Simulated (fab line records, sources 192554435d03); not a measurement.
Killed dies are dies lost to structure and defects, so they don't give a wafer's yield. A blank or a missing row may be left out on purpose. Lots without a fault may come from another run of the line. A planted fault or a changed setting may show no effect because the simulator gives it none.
Problem report in the 8D (eight disciplines) form, filled by code | flow n5_finfet | the parts of the form that need people (team, actions taken, sign-off) are left out

1. THE PROBLEM
killed_at_M4_up at N5_PASSIVATION_PROBE_49 reads a mean of 1101 on 9 wafers of 3 lots; wafers without a fault read 13 with a standard deviation of 4.4. That is +99 or more standard deviations from the usual mean.
First seen on wafer L640.2, day 17 05:58, on prober-01. The record holds 9 wafers of 3 lots with a number at this step. Rule for "out", or "out of limits": more than 4 standard deviations from the usual mean. The other wafers with a number count as sound.

2. WHAT IT IS AND WHAT IT IS NOT
question                    | is                                                                                                                  | is not
which readings at this step | killed_at_M4_up, defect_limited_yield, killed_dies, killed_on_rim, sort_bin_5_function, sort_n_pass, sort_yield_pct | killed_at_contacts, killed_at_front_end, killed_short, sort_bin_6_memory
which lots                  | L637, L640, L643                                                                                                    | -
which wafers of those lots  | all that have a number                                                                                              | -
read on which tools         | prober-01, prober-02                                                                                                | -
when                        | from day 17 05:58                                                                                                   | up to then (0 sound wafers)

3. SUSPECTS, AND WHAT RULES EACH OUT
Counting: a tool at a process step up to the reading stays a suspect if it ran every lot that is out and no sound lot after the first of them.
- rie_diel-01 at N5_BEOL_M12_ETCH_67 (etches SiARC in CF4, target depth 143 nm, time 238.3 s): kept. It ran every lot that is out, first L640 (day 15 17:55), and no sound lot after that.
Left after counting: rie_diel-01 at N5_BEOL_M12_ETCH_67.

4. THE CAUSE (what the simulator had put in)
Skipped step whole: rie_diel-01, from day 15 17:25 on, at N5_BEOL_M12_ETCH_67. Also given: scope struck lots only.
Counting left only this tool.

5. THE CHAIN OF EFFECTS, in route order
Each row: a reading whose mean over the struck wafers that have a number lies more than 3 standard deviations from the usual. Only readings for which the record gives a usual standard deviation are gone through. hours: the time from each lot's start at the first step in this table that gives one to its start at this step, as a median over the lots. sigmas: the change in usual standard deviations.
hours | step                    | reading              | usual  | on struck wafers | change | sigmas
0     | N5_PASSIVATION_PROBE_49 | defect_limited_yield | 91.6 % | 0.0              | -91.6  | -57
0     | N5_PASSIVATION_PROBE_49 | killed_at_M4_up      | 13     | 1101             | +1088  | +99 or more
0     | N5_PASSIVATION_PROBE_49 | killed_dies          | 99     | 1180             | +1081  | +60
0     | N5_PASSIVATION_PROBE_49 | killed_on_rim        | 13     | 152              | +139   | +36
0     | N5_PASSIVATION_PROBE_49 | sort_bin_5_function  | 4.9 %  | 96.7             | +91.8  | +92
0     | N5_PASSIVATION_PROBE_49 | sort_n_pass          | 1081   | 0                | -1081  | -60
0     | N5_PASSIVATION_PROBE_49 | sort_yield_pct       | 91.6 % | 0.0              | -91.6  | -57
The process steps in it:
- N5_PASSIVATION_PROBE_49
Readings that are blank on the struck wafers while sound wafers have them: bias_w at N5_BEOL_M12_ETCH_67; cf4_flow_sccm at N5_BEOL_M12_ETCH_67; drypump_motor_current_A at N5_BEOL_M12_ETCH_67; etch_rf_on_time_s at N5_BEOL_M12_ETCH_67; oes_product_au at N5_BEOL_M12_ETCH_67; rf_vpp_V at N5_BEOL_M12_ETCH_67; showerhead_plenum_p_Torr at N5_BEOL_M12_ETCH_67; throttle_valve_pct at N5_BEOL_M12_ETCH_67; and 1 more.

6. WHAT WOULD HAVE CAUGHT IT SOONER
In this record the first reading out of limits was taken at day 17 05:58, 37 hours after the fault began at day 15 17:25.
Between N5_BEOL_M12_ETCH_67 and N5_PASSIVATION_PROBE_49, N5_BEOL_M12_OCD_MEAS_35 gave no trench_depth_nm on the struck wafers, where sound wafers have one: a measuring or inspecting step that comes back empty is itself a sign.
At N5_BEOL_M12_ETCH_67 the tool's readings are blank on the struck wafers, where sound wafers have them: an empty tool record is the first sign, and it was there at once.
All the lots that are out (3) had begun N5_BEOL_M12_ETCH_67 on rie_diel-01 by day 17 05:58. A hold on the tool at that time would have spared none of them.
